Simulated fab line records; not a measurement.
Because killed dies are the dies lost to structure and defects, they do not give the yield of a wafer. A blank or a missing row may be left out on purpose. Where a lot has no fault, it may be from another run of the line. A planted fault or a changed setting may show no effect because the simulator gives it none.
Matching of chambers || flow nand harc || 4 sister chambers for NHARC_A_BLC_DESCUM_15 on rie diel-09
The step chemistry O2, time 3 s. 4 wafers are shown with their chamber, then 10 later ones without.

## WAFERS, EACH WITH ITS CHAMBER
{"wafer": "L087.2", "chamber": 0, "drypump motor current A (A)": 5.7}
{"wafer": "L089.3", "chamber": 1, "drypump motor current A (A)": 5.1}
{"wafer": "L090.1", "chamber": 3, "drypump motor current A (A)": 6.5}
{"wafer": "L090.3", "chamber": 2, "drypump motor current A (A)": 5.1}

## WAFERS WITHOUT THEIR CHAMBER
{"wafer": "L090.4", "drypump motor current A (A)": 5.0}
{"wafer": "L095.2", "drypump motor current A (A)": 5.0}
{"wafer": "L095.4", "drypump motor current A (A)": 5.0}
{"wafer": "L095.6", "drypump motor current A (A)": 5.7}
{"wafer": "L096.1", "drypump motor current A (A)": 5.7}
{"wafer": "L096.3", "drypump motor current A (A)": 5.1}
{"wafer": "L096.5", "drypump motor current A (A)": 6.5}
{"wafer": "L097.2", "drypump motor current A (A)": 5.0}
{"wafer": "L097.3", "drypump motor current A (A)": 5.0}
{"wafer": "L097.4", "drypump motor current A (A)": 6.5}

## WHICH CHAMBER EACH WENT THROUGH
{"wafer": "L090.4", "from the rows above": "can't be placed: 1 or 2", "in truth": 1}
{"wafer": "L095.2", "from the rows above": "can't be placed: 1 or 2", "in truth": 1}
{"wafer": "L095.4", "from the rows above": "can't be placed: 1 or 2", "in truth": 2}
{"wafer": "L095.6", "from the rows above": 0, "in truth": 0}
{"wafer": "L096.1", "from the rows above": 0, "in truth": 0}
{"wafer": "L096.3", "from the rows above": "can't be placed: 1 or 2", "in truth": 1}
{"wafer": "L096.5", "from the rows above": 3, "in truth": 3}
{"wafer": "L097.2", "from the rows above": "can't be placed: 1 or 2", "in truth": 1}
{"wafer": "L097.3", "from the rows above": "can't be placed: 1 or 2", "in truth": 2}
{"wafer": "L097.4", "from the rows above": 3, "in truth": 3}
Placed correctly: 4 of 10. These rows do not allow placing 6 (true chamber among the candidates in 6). Number placed wrongly: 0.
How it was worked out, from the rows above alone: a wafer's distance from a chamber is the root of the sum, over the readings, of the square of ((its reading less the chamber's mean) divided by the reading's scatter). The wafer belongs to the nearest chamber; if the next one is less than 2 further off, it can't be placed. A chamber's mean is the mean of its shown wafers. The scatter: with one shown wafer a chamber, the root of the mean of the squares of how far each hidden wafer lies from its nearest shown one.
